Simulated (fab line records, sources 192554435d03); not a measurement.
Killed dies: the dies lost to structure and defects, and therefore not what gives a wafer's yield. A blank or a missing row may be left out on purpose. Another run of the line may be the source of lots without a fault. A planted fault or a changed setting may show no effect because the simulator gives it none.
Matching of chambers / flow n5_finfet / N5_BEOL_M1_VIA_ETCH_34 on rie_diel-06 has 4 sister chambers
The step etches the open film in C4F6/O2, target depth 67.8 nm, time 64.4 s. 4 wafers are shown with their chamber, then 7 later ones without.

== WAFERS PAIRED WITH THEIR CHAMBERS ==
wafer=L075.4; chamber=2; rf_vpp_V (V)=663
wafer=L080.6; chamber=0; rf_vpp_V (V)=683
wafer=L086.1; chamber=3; rf_vpp_V (V)=662
wafer=L086.4; chamber=1; rf_vpp_V (V)=653

== WAFERS WHOSE CHAMBER IS MISSING ==
wafer=L086.5; rf_vpp_V (V)=652
wafer=L093.4; rf_vpp_V (V)=662
wafer=L093.5; rf_vpp_V (V)=664
wafer=L093.6; rf_vpp_V (V)=662
wafer=L096.1; rf_vpp_V (V)=664
wafer=L096.2; rf_vpp_V (V)=662
wafer=L096.4; rf_vpp_V (V)=682

== CHAMBER TAKEN BY EACH ==
wafer=L086.5; from the rows above=1; in truth=1
wafer=L093.4; from the rows above=can't be placed: 3 or 2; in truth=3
wafer=L093.5; from the rows above=can't be placed: 2 or 3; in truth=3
wafer=L093.6; from the rows above=can't be placed: 3 or 2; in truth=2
wafer=L096.1; from the rows above=can't be placed: 2 or 3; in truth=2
wafer=L096.2; from the rows above=can't be placed: 3 or 2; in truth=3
wafer=L096.4; from the rows above=0; in truth=0
Correctly placed: 2 of 7. These rows do not allow placing 5 (true chamber among the candidates in 5). Placed wrongly: 0.
How it was worked out, from the rows above alone: a wafer's distance from a chamber is the root of the sum, over the readings, of the square of ((its reading less the chamber's mean) divided by the reading's scatter). If the next closest chamber is less than 2 further off than the closest, the wafer can't be placed; otherwise it belongs to the closest. Each chamber's mean is taken over the wafers shown for it. The scatter: with one shown wafer a chamber, the root of the mean of the squares of how far each hidden wafer lies from its nearest shown one.
